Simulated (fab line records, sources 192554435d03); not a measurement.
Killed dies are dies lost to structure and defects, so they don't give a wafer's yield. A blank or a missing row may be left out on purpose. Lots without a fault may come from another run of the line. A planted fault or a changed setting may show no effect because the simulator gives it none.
Which tool did it? | flow n5_finfet | 12 lots, 33 wafers sampled, at 5 steps of a route of 1938

WHAT THE GAUGES READ, wafer by wafer
N5_BEOL_M8_INSPECT_58: inspects for defects (darkfield). Usual: raw_defect_count 75, standard deviation 23.
lot  | measured     | on                | raw_defect_count | flag
L989 | day 11 05:16 | defect_inspect-01 | 49 60 41         |
L991 | day 12 14:35 | defect_inspect-02 | 74 40 36         |
L994 | day 12 18:17 | defect_inspect-02 | 115 65 99        |
L995 | day 13 07:29 | defect_inspect-01 | 94 112 66        |
L999 | day 13 17:46 | defect_inspect-02 | 67 69 81         |
L103 | day 14 15:31 | defect_inspect-02 | 50 73            |
L104 | day 15 16:07 | defect_inspect-01 | 93 41 88         |
L105 | day 16 03:23 | defect_inspect-02 | 78 62            |
L107 | day 16 03:56 | defect_inspect-02 | 120 66           |
L108 | day 16 04:07 | defect_inspect-01 | 77 39 43         |
L111 | day 17 07:56 | defect_inspect-01 | 74 96 101        |
L109 | day 18 03:05 | defect_inspect-01 | 64 85 70         |

N5_BEOL_M9_THK_MEAS_01. Usual: M9_ILD_THK 268 nm, standard deviation 3.2.
lot  | measured     | on            | M9_ILD_THK (nm) | flag
L989 | day 11 05:54 | film_metro-02 | 266 268 270     |
L991 | day 12 15:43 | film_metro-02 | 267 267 273     |
L994 | day 12 19:19 | film_metro-02 | 261 266 270     |
L995 | day 13 08:06 | film_metro-01 | 269 271 269     |
L999 | day 13 18:53 | film_metro-01 | 264 262 269     |
L103 | day 14 16:08 | film_metro-02 | 189 187         | OFF
L104 | day 15 16:45 | film_metro-02 | 267 269 268     |
L105 | day 16 04:01 | film_metro-01 | 263 189         | OFF
L107 | day 16 04:34 | film_metro-02 | 262 184         | OFF
L108 | day 16 04:44 | film_metro-02 | 266 271 272     |
L111 | day 17 09:17 | film_metro-01 | 266 264 264     |
L109 | day 18 03:43 | film_metro-02 | 267 273 276     |

WHICH TOOL RAN EACH LOT (tool, then ch and the chambers of the sampled wafers, then the start)
lot  | N5_BEOL_M8_DEP_56               | N5_BEOL_M9_ILD_DEP_00           | N5_BEOL_M9_CURE_71
L989 | pecvd-04 ch 0,1, day 11 05:11   | pecvd-01 ch 1,2, day 11 05:19   | uv_cure-02 ch 2, day 11 05:28
L991 | pecvd-03 ch 0,1, day 12 14:30   | pecvd-02 ch 0,1,2, day 12 14:38 | uv_cure-03 ch 2, day 12 14:43
L994 | pecvd-04 ch 1,2, day 12 18:11   | pecvd-01 ch 0,1, day 12 18:19   | uv_cure-02 ch 0, day 12 18:58
L995 | pecvd-04 ch 0,1,2, day 13 07:23 | pecvd-04 ch 0,2, day 13 07:31   | uv_cure-02 ch 0, day 13 07:45
L999 | pecvd-04 ch 0,1,2, day 13 17:41 | pecvd-01 ch 0,2, day 13 17:49   | uv_cure-03 ch 1, day 13 17:53
L103 | pecvd-03 ch 0,2, day 14 15:26   | pecvd-01 ch 0,1, day 14 15:34   | uv_cure-02 ch 0, day 14 15:52
L104 | pecvd-03 ch 0,1, day 15 16:00   | pecvd-04 ch 0,2, day 15 16:09   | uv_cure-01 ch 0, day 15 16:19
L105 | pecvd-04 ch 0,1, day 16 03:18   | pecvd-01 ch 0,2, day 16 03:26   | uv_cure-03 ch 2, day 16 03:31
L107 | pecvd-04 ch 1, day 16 03:50     | pecvd-01 ch 0,2, day 16 03:58   | uv_cure-01 ch 0, day 16 04:02
L108 | pecvd-03 ch 0,2, day 16 04:01   | pecvd-02 ch 0,2, day 16 04:09   | uv_cure-03 ch 0, day 16 04:14
L111 | pecvd-03 ch 0,1, day 17 07:50   | pecvd-04 ch 0,1,2, day 17 07:59 | uv_cure-03 ch 0, day 17 08:17
L109 | pecvd-01 ch 0,2, day 18 02:59   | pecvd-02 ch 0,1, day 18 03:08   | uv_cure-02 ch 1, day 18 03:13
- N5_BEOL_M8_DEP_56: deposits SiCN from 3MS/NH3, target thk 10 nm, time 17.5 s.
- N5_BEOL_M9_ILD_DEP_00: deposits SiCOH lowk from DEMS/porogen, target thk 308.51 nm, time 58 s.
- N5_BEOL_M9_CURE_71: cures SiCOH lowk, time 240 s.

WHAT THE TOOLS THEMSELVES READ (means of the sampled wafers that have a number; where no wafer has one, the mark that the record gives instead)
N5_BEOL_M8_DEP_56. Usual: showerhead_plenum_p_Torr 3.669 Torr, standard deviation 0.02; throttle_valve_pct 9.2 %, standard deviation 0.51.
lot  | tool     | showerhead_plenum_p_Torr (Torr) | throttle_valve_pct (%) | flag
L989 | pecvd-04 | 3.690                           | 9.5                    |
L991 | pecvd-03 | 3.660                           | 9.2                    |
L994 | pecvd-04 | 3.676                           | 9.7                    |
L995 | pecvd-04 | 3.686                           | 9.3                    |
L999 | pecvd-04 | 3.683                           | 9.4                    |
L103 | pecvd-03 | 3.658                           | 8.8                    |
L104 | pecvd-03 | 3.664                           | 9.4                    |
L105 | pecvd-04 | 3.688                           | 9.7                    |
L107 | pecvd-04 | 3.676                           | 10.1                   |
L108 | pecvd-03 | 3.659                           | 8.8                    |
L111 | pecvd-03 | 3.650                           | 9.3                    |
L109 | pecvd-01 | 3.653                           | 9.3                    |

N5_BEOL_M9_ILD_DEP_00. Usual: heater_power_w 300 W, standard deviation 57; run_length_s 100.8 s, standard deviation 0.64; showerhead_plenum_p_Torr 5.743 Torr, standard deviation 0.024; throttle_valve_pct 14.0 %, standard deviation 0.67.
lot  | tool     | heater_power_w (W) | run_length_s (s) | showerhead_plenum_p_Torr (Torr) | throttle_valve_pct (%) | flag
L989 | pecvd-01 | 352                | 100.9            | 5.726                           | 13.7                   |
L991 | pecvd-02 | 274                | 100.5            | 5.748                           | 13.5                   |
L994 | pecvd-01 | 275                | 101.5            | 5.713                           | 14.0                   |
L995 | pecvd-04 | 294                | 101.1            | 5.774                           | 13.8                   |
L999 | pecvd-01 | 365                | 101.1            | 5.735                           | 14.3                   |
L103 | pecvd-01 | 283                | 84.1             | 5.728                           | 13.9                   | OFF
L104 | pecvd-04 | 284                | 100.6            | 5.778                           | 13.7                   |
L105 | pecvd-01 | 362                | 92.2             | 5.728                           | 14.7                   | OFF
L107 | pecvd-01 | 337                | 92.0             | 5.733                           | 14.2                   | OFF
L108 | pecvd-02 | 253                | 100.2            | 5.755                           | 13.5                   |
L111 | pecvd-04 | 316                | 101.2            | 5.765                           | 14.4                   |
L109 | pecvd-02 | 245                | 100.6            | 5.755                           | 13.6                   |

N5_BEOL_M9_CURE_71. Usual: lamp_power_pct 52.31 %, standard deviation 0.052; wafer_temp_C_max 386.6, standard deviation 0.54.
lot  | tool       | lamp_power_pct (%) | wafer_temp_C_max | flag
L989 | uv_cure-02 | 52.27              | 387.4            |
L991 | uv_cure-03 | 52.35              | 386.3            |
L994 | uv_cure-02 | 52.28              | 387.4            |
L995 | uv_cure-02 | 52.31              | 387.0            |
L999 | uv_cure-03 | 52.29              | 386.8            |
L103 | uv_cure-02 | 52.32              | 386.8            |
L104 | uv_cure-01 | 52.31              | 386.1            |
L105 | uv_cure-03 | 52.31              | 386.1            |
L107 | uv_cure-01 | 52.30              | 386.1            |
L108 | uv_cure-03 | 52.30              | 385.9            |
L111 | uv_cure-03 | 52.27              | 386.0            |
L109 | uv_cure-02 | 52.25              | 387.1            |

THE ANSWER, worked out from the rows above alone
Rule: a lot is off if the mean of its wafers that have a number lies more than 3 standard deviations from the usual mean. A lot without any number at a reading at which 4 lots or more have one is off too. The other lots that the step has rows for count as sound. The gauges are gone through in route order, then the tools' own readings, and for those a lot's mean is taken as printed above. The first step at which some lot is off is used, and at that step the reading that is off furthest; a lot without a number counts as furthest.
Off: L103, L105, L107, at N5_BEOL_M9_THK_MEAS_01 (M9_ILD_THK).
A tool fits if, at a process step before that reading, it ran every lot that is off, and no sound lot after the first of them. The gauges at N5_BEOL_M9_THK_MEAS_01 aren't tried: what is off there is off at N5_BEOL_M9_ILD_DEP_00 too, on other tools, and a gauge's error can't cause that. One fits: pecvd-01 at N5_BEOL_M9_ILD_DEP_00. Its last sound lot is L999 (day 13 17:49), its first lot that is off L103 (day 14 15:34): a fault that began between those two fits.
The tool's own readings at N5_BEOL_M9_ILD_DEP_00 bear it out: on the lots that are off they differ by more than 5 times the standard deviation of the sound lots' means. run_length_s reads 89.4 s there against 100.9 s on the sound lots.

WHAT THE SIMULATOR HAD PUT IN
Process parameter drift: pecvd-01, from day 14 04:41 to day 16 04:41, at N5_BEOL_M9_ILD_DEP_00. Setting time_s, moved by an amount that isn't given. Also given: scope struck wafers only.
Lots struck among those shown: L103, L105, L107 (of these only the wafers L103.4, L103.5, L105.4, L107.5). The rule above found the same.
